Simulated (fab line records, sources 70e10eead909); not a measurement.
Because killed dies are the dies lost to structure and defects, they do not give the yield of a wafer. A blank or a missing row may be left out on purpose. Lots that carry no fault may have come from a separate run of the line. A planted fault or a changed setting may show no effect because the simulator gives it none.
What tool caused it? ; flow nandHarc ; 36 wafers sampled from 12 lots at 1 step of a route of 1159

WHAT THE GAUGES READ, wafer by wafer
NHARC_A_CONTACT_OVL_MEAS_43.
lot;measured;on;overlayXNm (nm)
L074;day 16 10:38;overlay-02;1.1 1.0 1.4
L077;day 16 17:31;overlay-01;0.1 0.0 0.3
L079;day 17 20:28;overlay-01;0.4 -0.3 0.5
L082;day 18 09:07;overlay-01;-1.7 -1.2 -1.4
L081;day 18 16:03;overlay-02;0.9 0.1 -0.3
L084;day 19 04:53;overlay-01;0.5 0.9 0.8
L087;day 19 13:08;overlay-01;-1.9 -1.9 -1.7
L088;day 19 21:19;overlay-02;-0.4 -0.6 -0.8
L093;day 20 16:02;overlay-02;1.1 1.2 1.1
L094;day 21 12:41;overlay-02;0.3 0.7 0.5
L095;day 21 18:29;overlay-02;0.6 0.6 0.9
L097;day 22 04:40;overlay-01;-1.5 -1.6 -1.5

WHICH TOOL RAN EACH LOT (tool, then ch and the chambers of the sampled wafers, then the start)
Before these readings, the record contains no process step.

THE ANSWER, worked out from the rows above alone
Rule: what is usual is taken from the lots themselves. Put in order of their means at a reading, lots are off if they are a third of the lots or fewer, leave a main group of 4 or more, and stand apart from it by a gap of 3 or more times the standard deviation of the main group's means; of several such gaps the widest counts. The tables above print the reading to a certain number of digits; a main group whose means all agree to those digits is not used. A lot without any number at a reading at which 4 lots or more have one is off too. Where the step has rows for the other lots, those lots are counted as sound.
No lot is off at any reading shown: from this, nothing can be told.

WHAT THE SIMULATOR HAD PUT IN
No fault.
